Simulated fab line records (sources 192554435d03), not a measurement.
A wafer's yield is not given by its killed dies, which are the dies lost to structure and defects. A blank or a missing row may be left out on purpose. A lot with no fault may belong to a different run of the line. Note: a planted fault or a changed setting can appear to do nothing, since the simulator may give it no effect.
Chamber matching -- flow n5_finfet -- N5_BEOL_M11_ILD_DEP_00 on pecvd-01 has 3 sister chambers
The step deposits SiCOH lowk from DEMS/porogen, target thk 308.51 nm, time 58 s. 6 wafers are shown with their chamber, then 9 later ones without.

## EACH WAFER AND ITS CHAMBER
wafer,chamber,throttle_valve_pct (%),showerhead_plenum_p_Torr (Torr)
L087.1,2,13.5,5.747
L087.3,1,13.1,5.728
L087.6,0,15.2,5.734
L089.1,2,13.4,5.752
L089.5,0,15.2,5.758
L089.6,1,13.4,5.735

## WAFERS WITHOUT THEIR CHAMBER
wafer,throttle_valve_pct (%),showerhead_plenum_p_Torr (Torr)
L090.1,15.2,5.765
L090.3,13.3,5.733
L090.4,13.1,5.725
L096.1,13.6,5.735
L096.4,13.4,5.731
L096.5,15.3,5.754
L097.1,13.5,5.762
L097.3,13.3,5.751
L097.5,15.2,5.745

## CHAMBER TAKEN BY EACH
wafer,from the rows above,in truth
L090.1,0,0
L090.3,can't be placed: 1 or 2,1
L090.4,1,1
L096.1,can't be placed: 2 or 1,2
L096.4,can't be placed: 1 or 2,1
L096.5,0,0
L097.1,2,2
L097.3,can't be placed: 2 or 1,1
L097.5,0,0
Correctly placed: 5 of 9. Unplaceable from these rows: 4, with the true chamber sitting among the candidates in 4. 0 placed wrongly.
How it was worked out, from the rows above alone: a wafer's distance from a chamber is the root of the sum, over the readings, of the square of ((its reading less the chamber's mean) divided by the reading's scatter). If the next closest chamber is less than 2 further off than the closest, the wafer can't be placed; otherwise it belongs to the closest. For every chamber, the mean is computed from those of its wafers that are shown. The scatter is the square root of a quotient: the sum, over the shown wafers, of each reading's squared deviation from its chamber's mean, divided by wafers minus chambers.
